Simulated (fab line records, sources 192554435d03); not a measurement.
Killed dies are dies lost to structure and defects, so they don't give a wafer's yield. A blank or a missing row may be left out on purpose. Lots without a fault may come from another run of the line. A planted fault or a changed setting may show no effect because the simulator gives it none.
fab line records | flow n5_finfet | part 1 of 2: steps 1 to 4 of 6
record lots=24 wafers=72 last_day=19
route steps=1938 shown MOL_CONTACT_COAG@579 BEOL_M0_SAQP@634
lots that met no fault: from a run of the same line without faults
start_h: hours from the record's first day to the start of the lot's first wafer shown | wait_h: hours since the lot's step before | " the same as in the row above | L1.1+2: a row that stands for several wafers | - no value, or no start given | * or withheld: withheld | < > ~ a bound
route shown NAME@n: a module of which the file shows steps, and the number in the route of the first | usual: mean/standard deviation of fault-free wafers | same: alike in all rows | chamber/n: place in a boat | sites: the reading at each site | _std_site: their standard deviation | _edge_site: outer sites' mean less inner sites' | radius_mm: how far each site lies from the wafer's centre | mask NAME#n: copy n | behind: the tool/chamber that last shaped the wafer | hold: why the lot was held/for how many hours/how that ended | device: the transistor (n, p or np) that didn't switch | end of line: the same wafers' tests at the end of the route | a step without rows: its recipe alone | killed: dies lost to structure and defects at the first sort, not the wafer's yield | map: a wafer's dies, x killed, . not, _ none there
set.NAME: the setting as run; set.NAME@STEP: as run at that earlier step | model.NAME: the simulator's own value behind a step, which no gauge read
steps of the route over a sample of lots; a table a step, a row a wafer
services: from which hour (start_h, from the record's first day; less than 0 if before it) a tool's chamber was out of use, for how many hours, and why
## steps
# step N5_MOL_CONTACT_COAG_ALD_131
# recipe material=SiO2 target_thk_a=50 temp_c=100 ald_precursor_family=BDEAS ald_co_reactant=O2-plasma pulse_time_s=1 co_reactant_pulse_time_s=1 purge_time_s=2 co_reactant_purge_time_s=2 ald_cycles=35 pressure_torr=2
# usual heater_power_w=81/7.7 precursor_pulse_height_rel=1.000/0.021
# columns lot.wafer tool chamber start_h wait_h heater_power_w precursor_pulse_height_rel
L074.1 ald_sin-03 1 101.01 0.1 80 1.016
L074.3 " 2 " " 79 1.037
L074.6 " 3 " " 79 0.990
L075.2 ald_sin-02 0 115.35 0.5 73 0.990
L075.4 " 3 " " 78 1.011
L075.6 " 2 " " 76 0.980
L076.1 ald_sin-02 3 117.02 0.1 81 0.998
L076.4 " 2 " " 77 1.011
L076.5 " 1 " " 78 1.037
L077.1 ald_sin-01 1 117.81 0.1 85 0.977
L077.4 " 2 " " 76 0.971
L077.5 " 0 " " 104 0.994
L078.1 ald_sin-01 2 123.71 0.1 74 0.990
L078.3 " 0 " " 105 0.980
L078.4 " 3 " " 81 0.976
L079.1 ald_sin-01 3 133.40 0.1 85 0.980
L079.4 " 2 " " 73 0.967
L079.6 " 1 " " 84 0.997
L080.1 ald_sin-03 1 137.30 0.1 80 0.987
L080.4 " 2 " " 77 1.002
L080.6 " 0 " " 89 1.018
L081.1 ald_sin-02 1 145.15 0.1 78 1.017
L081.3 " 2 " " 77 0.960
L081.4 " 3 " " 81 1.006
L082.3 ald_sin-03 3 155.25 0.1 84 0.979
L082.4 " 0 " " 90 0.982
L082.6 " 1 " " 78 1.012
L083.2 ald_sin-01 0 156.93 1.4 107 0.997
L083.4 " 1 " " 83 0.985
L083.6 " 3 " " 81 0.959
L084.1 ald_sin-03 0 164.01 0.1 91 1.015
L084.4 " 2 " " 77 1.011
L084.6 " 2 " " 80 1.018
L085.2 ald_sin-02 0 176.32 0.5 74 1.034
L085.3 " 1 " " 77 1.061
L085.4 " 3 " " 80 1.003
L086.1 ald_sin-01 0 179.40 1.0 103 1.022
L086.5 " 0 " " 102 1.000
L086.6 " 3 " " 83 1.024
L087.1 ald_sin-02 0 185.02 0.9 72 0.985
L087.2 " 3 " " 81 1.015
L087.5 " 3 " " 81 1.008
L088.1 ald_sin-02 0 188.43 0.6 73 1.006
L088.3 " 3 " " 80 0.980
L088.6 " 2 " " 79 0.957
L089.2 ald_sin-02 3 192.29 0.1 79 1.008
L089.3 " 0 " " 74 0.980
L089.6 " 2 " " 78 1.007
L090.3 ald_sin-03 3 199.55 0.1 90 1.006
L090.4 " 0 " " 89 1.023
L090.5 " 3 " " 90 1.014
L091.1 ald_sin-03 0 200.45 0.2 90 0.997
L091.2 " 3 " " 89 0.992
L091.6 " 1 " " 75 1.017
L092.1 ald_sin-02 0 210.45 0.1 73 1.033
L092.2 " 2 " " 79 1.017
L092.6 " 1 " " 80 1.028
L093.1 ald_sin-02 1 216.90 0.1 77 1.004
L093.4 " 3 " " 80 1.022
L093.6 " 0 " " 72 0.960
L094.1 ald_sin-02 0 222.13 0.2 74 0.976
L094.2 " 2 " " 78 1.045
L094.5 " 0 " " 73 0.992
L095.2 ald_sin-03 3 227.52 0.1 89 1.039
L095.5 " 3 " " 87 1.009
L095.6 " 0 " " 89 0.989
L096.2 ald_sin-02 0 238.49 0.1 74 0.995
L096.4 " 2 " " 78 0.999
L096.5 " 3 " " 81 0.995
L097.2 ald_sin-02 3 239.39 0.1 80 0.985
L097.3 " 0 " " 74 0.990
L097.6 " 0 " " 70 0.971
# step N5_MOL_CONTACT_COAG_ETCH_66
# recipe chemistry=CF4 target=SiARC target_depth_a=130 mask_material=CAR-EUV time_s=21.7 ion_energy_ev=80 pressure_mtorr=40 source_w=545 bias_w=36 Ar_flow_sccm=100 cf4_flow_sccm=100 ends=cleared
# usual chamber_pressure_mTorr=40.00/0.036 drypump_motor_current_A=5.8/0.5 etch_rf_on_time_s=22.1/0.36 oes_product_au=0.65/0.077 rf_vpp_V=183.7/1.3 showerhead_plenum_p_Torr=2.12/0.069 throttle_valve_pct=15.59/0.28
# columns lot.wafer tool chamber start_h wait_h chamber_pressure_mTorr drypump_motor_current_A etch_rf_on_time_s oes_product_au rf_hours_counter_h rf_vpp_V showerhead_plenum_p_Torr throttle_valve_pct
L074.1 rie_diel-03 2 102.33 0.0 40.00 5.3 21.6 0.69 96 183.0 2.07 15.26
L074.3 " 3 " " 40.01 6.5 22.1 0.63 181 184.9 2.21 15.59
L074.6 " 3 " " 40.00 6.5 22.1 0.63 - 185.3 2.21 15.58
L075.2 rie_diel-01 3 116.72 0.0 40.01 5.9 21.2 0.83 12 182.5 2.11 15.09
L075.4 " 1 " " 40.06 5.7 21.5 0.83 5 185.3 2.10 15.51
L075.6 " 0 " " 40.01 6.4 22.4 0.62 - 185.2 2.23 15.89
L076.1 rie_diel-03 3 118.59 0.0 39.96 6.5 22.1 0.62 187 183.9 2.21 15.59
L076.4 " 0 " " 39.97 5.6 22.2 0.59 205 182.5 2.04 15.63
L076.5 " 1 " " 39.98 5.2 21.9 0.60 - 185.5 2.20 15.62
L077.1 rie_diel-04 3 119.10 0.0 39.94 5.2 22.5 0.60 212 182.5 2.03 15.50
L077.4 " 3 " " 39.99 5.2 22.1 0.61 - 181.7 2.03 15.47
L077.5 " 0 " " 40.09 6.0 22.0 0.67 - 184.2 2.16 15.94
L078.1 rie_diel-03 1 125.08 0.0 40.02 5.2 22.2 0.59 234 184.1 2.19 15.62
L078.3 " 0 " " 40.05 5.6 22.5 0.59 207 182.6 2.04 15.62
L078.4 " 2 " " 40.00 5.3 21.8 0.68 103 182.6 2.07 15.26
L079.1 rie_diel-03 0 134.64 0.0 39.99 5.7 22.5 0.59 210 182.1 2.04 15.63
L079.4 " 3 " " 40.03 6.5 22.3 0.62 191 184.7 2.21 15.60
L079.6 " 2 " " 40.00 5.3 21.9 0.67 - 183.9 2.07 15.28
L080.1 rie_diel-03 0 138.72 0.0 39.97 5.6 22.4 0.58 211 182.9 2.04 15.61
L080.4 " 2 " " 40.00 5.2 21.9 0.67 107 182.8 2.07 15.27
L080.6 " 2 " " 40.00 5.3 22.0 0.67 - 182.2 2.07 15.29
L081.1 rie_diel-03 1 146.34 0.0 39.96 5.2 21.9 0.59 239 184.0 2.19 15.65
L081.3 " 0 " " 39.99 5.7 22.4 0.58 213 182.1 2.04 15.62
L081.4 " 2 " " 39.98 5.2 21.8 0.67 109 182.5 2.07 15.28
L082.3 rie_diel-03 0 156.56 0.0 39.99 5.6 22.0 0.59 215 182.6 2.04 15.62
L082.4 " 2 " " 40.01 5.3 21.6 0.67 112 183.1 2.07 15.28
L082.6 " 3 " " 40.02 6.5 22.0 0.62 - 187.3 2.21 15.64
L083.2 rie_diel-01 3 158.54 0.0 39.97 6.0 21.3 0.80 26 182.6 2.10 15.13
L083.4 " 1 " " 40.02 5.8 21.6 0.79 18 182.6 2.09 15.55
L083.6 " 3 " " 40.02 6.0 21.4 0.80 - 183.8 2.10 15.13
L084.1 rie_diel-04 3 165.22 0.0 40.00 5.2 22.2 0.59 233 183.0 2.02 15.53
L084.4 " 2 " " 39.96 5.6 22.2 0.62 - 182.9 2.06 15.87
L084.6 " 3 " " 39.96 5.2 22.3 0.59 - 183.4 2.02 15.53
L085.2 rie_diel-04 2 177.50 0.0 39.96 5.6 22.0 0.62 183 181.9 2.05 15.89
L085.3 " 0 " " 40.09 6.0 22.1 0.65 131 184.9 2.15 15.97
L085.4 " 0 " " 40.02 6.0 22.0 0.64 - 183.5 2.15 15.97
L086.1 rie_diel-04 2 180.69 0.0 39.99 5.6 22.0 0.61 184 182.1 2.05 15.89
L086.5 " 2 " " 39.99 5.6 22.1 0.62 - 183.1 2.05 15.90
L086.6 " 1 " " 40.03 6.4 22.2 0.81 - 184.7 2.18 15.14
L087.1 rie_diel-04 1 186.73 0.0 39.93 6.4 22.4 0.80 2 184.4 2.18 15.15
L087.2 " 3 " " 39.99 5.2 22.2 0.60 239 183.1 2.02 15.55
L087.5 " 2 " " 39.98 5.6 22.3 0.61 - 181.4 2.05 15.89
L088.1 rie_diel-04 0 190.95 0.0 40.01 6.0 22.0 0.64 135 185.1 2.15 15.99
L088.3 " 1 " " 40.01 6.4 22.1 0.80 4 185.4 2.18 15.15
L088.6 " 1 " " 39.98 6.4 22.0 0.80 - 185.9 2.18 15.15
L089.2 rie_diel-01 1 193.65 0.0 40.00 5.8 21.5 0.76 30 184.5 2.09 15.56
L089.3 " 0 " " 39.97 6.5 22.1 0.61 194 184.2 2.22 15.93
L089.6 " 1 " " 40.00 5.7 21.4 0.76 - 183.3 2.09 15.57
L090.3 rie_diel-04 0 201.03 0.0 39.95 6.0 22.2 0.64 140 184.7 2.15 16.01
L090.4 " 2 " " 40.04 5.6 22.0 0.62 192 183.0 2.05 15.90
L090.5 " 0 " " 39.96 6.0 22.1 0.63 - 185.6 2.15 16.00
L091.1 rie_diel-04 1 201.81 0.0 39.97 6.4 22.3 0.78 8 185.1 2.18 15.16
L091.2 " 2 " " 40.07 5.6 22.1 0.61 192 183.1 2.05 15.90
L091.6 " 2 " " 39.99 5.6 21.9 0.61 - 182.0 2.05 15.91
L092.1 rie_diel-03 2 211.96 0.0 40.02 5.3 22.1 0.65 135 182.8 2.06 15.34
L092.2 " 1 " " 40.04 5.2 22.3 0.83 3 185.6 2.19 15.14
L092.6 " 1 " " 39.97 5.2 22.2 0.83 - 184.5 2.19 15.14
L093.1 rie_diel-04 0 218.27 0.0 40.01 6.0 22.3 0.63 146 183.0 2.14 16.00
L093.4 " 2 " " 40.04 5.6 22.4 0.61 - 183.2 2.05 15.91
L093.6 " 1 " " 40.06 6.4 22.5 0.77 - 185.4 2.18 15.17
L094.1 rie_diel-01 2 223.45 0.0 39.99 6.6 21.8 0.64 165 181.9 2.06 16.02
L094.2 " 1 " " 39.98 5.7 21.3 0.75 41 184.1 2.09 15.62
L094.5 " 0 " " 40.00 6.5 22.4 0.59 - 185.3 2.21 15.96
L095.2 rie_diel-03 3 228.74 0.0 39.97 6.5 22.5 0.59 223 184.5 2.20 15.67
L095.5 " 1 " " 39.99 5.2 22.5 0.79 - 186.5 2.19 15.18
L095.6 " 2 " " 40.02 5.3 21.9 0.64 - 182.2 2.06 15.34
L096.2 rie_diel-01 1 239.92 0.0 40.02 5.7 21.3 0.75 48 184.2 2.08 15.60
L096.4 " 0 " " 39.96 6.4 22.0 0.60 212 184.5 2.21 15.95
L096.5 " 0 " " 40.01 6.5 22.0 0.60 - 184.4 2.21 15.96
L097.2 rie_diel-03 1 240.70 0.0 39.99 5.2 22.1 0.78 17 184.8 2.18 15.19
L097.3 " 3 " " 39.97 6.5 22.3 0.59 228 185.1 2.20 15.69
L097.6 " 2 " " 40.02 5.3 21.8 0.64 - 183.2 2.06 15.36
# step N5_MOL_CONTACT_COAG_STRIP_72
# recipe chemistry=N2/H2 power_w=450 temp_c=40 pressure_mtorr=20 rf_frequency_hz=6e+07 overash_fraction=3 bias_power_w=7 h2_frac=0.5 n2_flow_sccm=200 h2_flow_sccm=200
# usual chamber_pressure_mTorr=20.00/0.043 drypump_motor_current_A=5.9/0.48 oes_product_au=0.79/0.1 rf_vpp_V=59.0/2.2 showerhead_plenum_p_Torr=2.50/0.081 throttle_valve_pct=23.7/0.42
# columns lot.wafer tool chamber start_h wait_h chamber_pressure_mTorr drypump_motor_current_A oes_product_au rf_hours_counter_h rf_vpp_V showerhead_plenum_p_Torr throttle_valve_pct
L074.1 rie_diel-01 2 103.24 0.1 19.97 6.6 0.77 129 58.2 2.44 24.2
L074.3 " 3 " " 19.91 5.9 1.01 - 58.0 2.47 22.9
L074.6 " 3 " " 20.00 5.9 1.00 - 60.2 2.47 22.8
L075.2 rie_diel-01 0 117.26 0.0 20.03 6.4 0.72 170 59.8 2.62 23.8
L075.4 " 1 " " 20.01 5.8 0.97 6 54.2 2.49 23.5
L075.6 " 2 " " 19.99 6.6 0.78 - 56.0 2.44 24.3
L076.1 rie_diel-03 2 119.13 0.0 19.99 5.3 0.78 101 56.8 2.45 23.2
L076.4 " 3 " " 19.97 6.5 0.72 187 58.4 2.64 24.0
L076.5 " 1 " " 19.98 5.2 0.69 - 58.7 2.62 23.7
L077.1 rie_diel-03 2 119.65 0.0 20.01 5.3 0.77 101 55.5 2.45 23.2
L077.4 " 0 " " 19.99 5.6 0.70 205 61.5 2.43 23.8
L077.5 " 1 " " 20.06 5.2 0.70 - 59.3 2.61 23.7
L078.1 rie_diel-04 0 125.62 0.0 19.93 6.0 0.76 111 58.2 2.56 24.1
L078.3 " 1 " " 20.08 6.4 0.68 237 62.5 2.62 23.8
L078.4 " 0 " " 20.07 6.0 0.77 - 56.8 2.56 24.1
L079.1 rie_diel-04 3 135.18 0.0 19.96 5.2 0.72 218 54.7 2.40 23.3
L079.4 " 1 " " 19.95 6.4 0.68 - 59.2 2.61 23.8
L079.6 " 0 " " 19.99 6.0 0.76 - 61.2 2.55 24.1
L080.1 rie_diel-03 3 139.49 0.0 20.04 6.5 0.71 193 61.7 2.63 23.9
L080.4 " 2 " " 19.90 5.3 0.78 107 59.5 2.45 23.2
L080.6 " 1 " " 20.01 5.2 0.69 - 61.9 2.61 23.7
L081.1 rie_diel-01 1 147.14 0.0 20.04 5.8 0.95 15 54.7 2.49 23.5
L081.3 " 2 " " 20.01 6.6 0.78 145 58.4 2.44 24.2
L081.4 " 3 " " 20.02 6.0 0.97 22 61.0 2.46 22.9
L082.3 rie_diel-01 1 157.64 0.0 19.95 5.7 0.92 18 58.6 2.49 23.6
L082.4 " 3 " " 19.94 5.9 0.95 25 58.9 2.46 22.9
L082.6 " 0 " " 20.00 6.4 0.71 - 62.5 2.62 23.8
L083.2 rie_diel-01 2 159.16 0.0 20.03 6.6 0.76 149 58.7 2.43 24.3
L083.4 " 0 " " 20.04 6.4 0.71 183 58.1 2.62 23.8
L083.6 " 1 " " 20.03 5.8 0.93 - 59.9 2.49 23.5
L084.1 rie_diel-04 3 165.93 0.1 19.97 5.2 0.70 233 56.6 2.39 23.3
L084.4 " 2 " " 20.07 5.6 0.73 - 60.6 2.42 23.9
L084.6 " 2 " " 20.00 5.6 0.73 - 58.4 2.42 23.9
L085.2 rie_diel-04 2 178.04 0.0 20.12 5.6 0.72 183 56.8 2.42 23.9
L085.3 " 3 " " 20.06 5.2 0.70 236 54.7 2.39 23.3
L085.4 " 3 " " 20.02 5.2 0.70 - 60.0 2.39 23.3
L086.1 rie_diel-01 3 182.71 0.0 19.93 6.0 0.94 32 59.9 2.46 22.9
L086.5 " 0 " " 20.01 6.5 0.71 - 62.4 2.61 23.9
L086.6 " 1 " " 19.97 5.7 0.90 - 56.7 2.49 23.6
L087.1 rie_diel-03 0 187.27 0.0 19.97 5.6 0.69 225 59.2 2.42 23.8
L087.2 " 3 " " 19.92 6.5 0.71 208 66.0 2.63 24.0
L087.5 " 3 " " 19.99 6.5 0.72 - 55.8 2.63 23.9
L088.1 rie_diel-01 0 191.54 0.0 20.01 6.4 0.70 193 57.1 2.61 23.8
L088.3 " 1 " " 19.99 5.8 0.90 29 64.1 2.48 23.5
L088.6 " 0 " " 19.99 6.5 0.70 - 60.4 2.61 23.8
L089.2 rie_diel-01 2 194.36 0.0 20.10 6.6 0.76 159 60.3 2.43 24.3
L089.3 " 1 " " 20.06 5.8 0.90 30 60.7 2.48 23.6
L089.6 " 1 " " 19.98 5.7 0.91 - 60.6 2.48 23.5
L090.3 rie_diel-01 0 201.61 0.0 20.00 6.4 0.72 199 56.4 2.61 23.9
L090.4 " 3 " " 20.00 5.9 0.93 - 57.6 2.46 22.9
L090.5 " 0 " " 20.04 6.5 0.71 - 59.9 2.61 23.9
L091.1 rie_diel-04 0 202.42 0.0 19.97 6.0 0.75 140 58.4 2.54 24.2
L091.2 " 2 " " 20.00 5.6 0.72 192 57.6 2.41 23.9
L091.6 " 0 " " 20.00 6.0 0.76 - 59.9 2.54 24.2
L092.1 rie_diel-01 0 212.51 0.0 20.04 6.4 0.71 203 60.3 2.61 23.8
L092.2 " 2 " " 20.02 6.6 0.75 159 59.6 2.43 24.3
L092.6 " 1 " " 19.96 5.8 0.89 - 58.6 2.48 23.6
L093.1 rie_diel-04 0 218.81 0.0 19.98 6.0 0.74 147 59.1 2.54 24.2
L093.4 " 1 " " 19.98 6.4 0.90 - 58.6 2.60 23.4
L093.6 " 2 " " 19.97 5.6 0.71 - 60.5 2.41 23.9
L094.1 rie_diel-01 1 223.99 0.0 20.03 5.7 0.87 41 59.0 2.48 23.6
L094.2 " 2 " " 20.05 6.6 0.74 165 58.8 2.43 24.3
L094.5 " 2 " " 19.99 6.5 0.75 - 57.8 2.43 24.3
L095.2 rie_diel-03 2 229.29 0.0 20.00 5.3 0.74 143 57.6 2.43 23.3
L095.5 " 2 " " 20.01 5.3 0.76 - 59.2 2.43 23.2
L095.6 " 3 " " 20.00 6.5 0.68 - 60.7 2.62 23.9
L096.2 rie_diel-01 2 240.46 0.0 19.96 6.5 0.75 171 60.8 2.42 24.3
L096.4 " 0 " " 19.99 6.4 0.70 212 58.0 2.60 23.8
L096.5 " 1 " " 19.96 5.8 0.90 - 58.0 2.47 23.6
L097.2 rie_diel-03 2 241.39 0.0 20.07 5.3 0.75 149 59.2 2.43 23.3
L097.3 " 3 " " 19.99 6.5 0.69 229 60.9 2.62 24.0
L097.6 " 1 " " 20.03 5.2 0.92 - 59.2 2.60 23.3
# step N5_BEOL_M0_SAQP_HM_DEP_02
# recipe material=TiN target_thk_a=120 temp_c=25 chamber_pressure_pa=0.49996
# usual throttle_valve_pct=29.8/1
# columns lot.wafer tool chamber start_h wait_h throttle_valve_pct
L074.1 pvd_sputter-03 - 110.46 1.5 29.1
L074.3 " - " " 28.5
L074.6 " - " " 30.6
L075.2 pvd_sputter-02 - 122.20 0.5 30.2
L075.4 " - " " 29.9
L075.6 " - " " 29.6
L076.1 pvd_sputter-01 - 125.39 0.7 29.6
L076.4 " - " " 31.0
L076.5 " - " " 29.7
L077.1 pvd_sputter-03 - 125.49 0.8 30.8
L077.4 " - " " 30.8
L077.5 " - " " 29.1
L078.1 pvd_sputter-01 - 132.63 2.6 27.8
L078.3 " - " " 30.9
L078.4 " - " " 30.0
L079.1 pvd_sputter-01 - 140.13 0.5 27.8
L079.4 " - " " 30.1
L079.6 " - " " 29.4
L080.1 pvd_sputter-01 - 144.50 0.6 31.1
L080.4 " - " " 30.0
L080.6 " - " " 29.5
L081.1 pvd_sputter-02 - 151.84 0.0 30.0
L081.3 " - " " 31.8
L081.4 " - " " 30.2
L082.3 pvd_sputter-03 - 162.10 0.0 28.6
L082.4 " - " " 28.7
L082.6 " - " " 30.4
L083.2 pvd_sputter-03 - 166.70 1.6 28.4
L083.4 " - " " 29.0
L083.6 " - " " 30.8
L084.1 pvd_sputter-01 - 171.85 1.5 30.0
L084.4 " - " " 27.6
L084.6 " - " " 30.9
L085.2 pvd_sputter-03 - 183.16 0.7 30.8
L085.3 " - " " 28.9
L085.4 " - " " 28.9
L086.1 pvd_sputter-03 - 188.08 1.0 28.2
L086.5 " - " " 28.4
L086.6 " - " " 29.0
L087.1 pvd_sputter-03 - 192.24 0.6 28.5
L087.2 " - " " 30.3
L087.5 " - " " 28.9
L088.1 pvd_sputter-02 - 196.26 0.3 29.4
L088.3 " - " " 30.3
L088.6 " - " " 30.4
L089.2 pvd_sputter-03 - 200.14 1.0 30.8
L089.3 " - " " 30.7
L089.6 " - " " 30.8
L090.3 pvd_sputter-01 - 206.49 0.4 29.5
L090.4 " - " " 29.9
L090.5 " - " " 29.7
L091.1 pvd_sputter-02 - 209.68 0.6 31.7
L091.2 " - " " 29.6
L091.6 " - " " 30.0
L092.1 pvd_sputter-03 - 217.55 0.4 30.5
L092.2 " - " " 30.7
L092.6 " - " " 30.6
L093.1 pvd_sputter-03 - 223.72 0.5 30.7
L093.4 " - " " 29.0
L093.6 " - " " 30.7
L094.1 pvd_sputter-01 - 231.15 2.3 29.5
L094.2 " - " " 31.1
L094.5 " - " " 30.0
L095.2 pvd_sputter-02 - 234.33 0.6 29.8
L095.5 " - " " 31.7
L095.6 " - " " 30.1
L096.2 pvd_sputter-01 - 245.11 0.3 27.6
L096.4 " - " " 29.6
L096.5 " - " " 30.8
L097.2 pvd_sputter-01 - 248.25 0.4 29.7
L097.3 " - " " 27.5
L097.6 " - " " 30.0
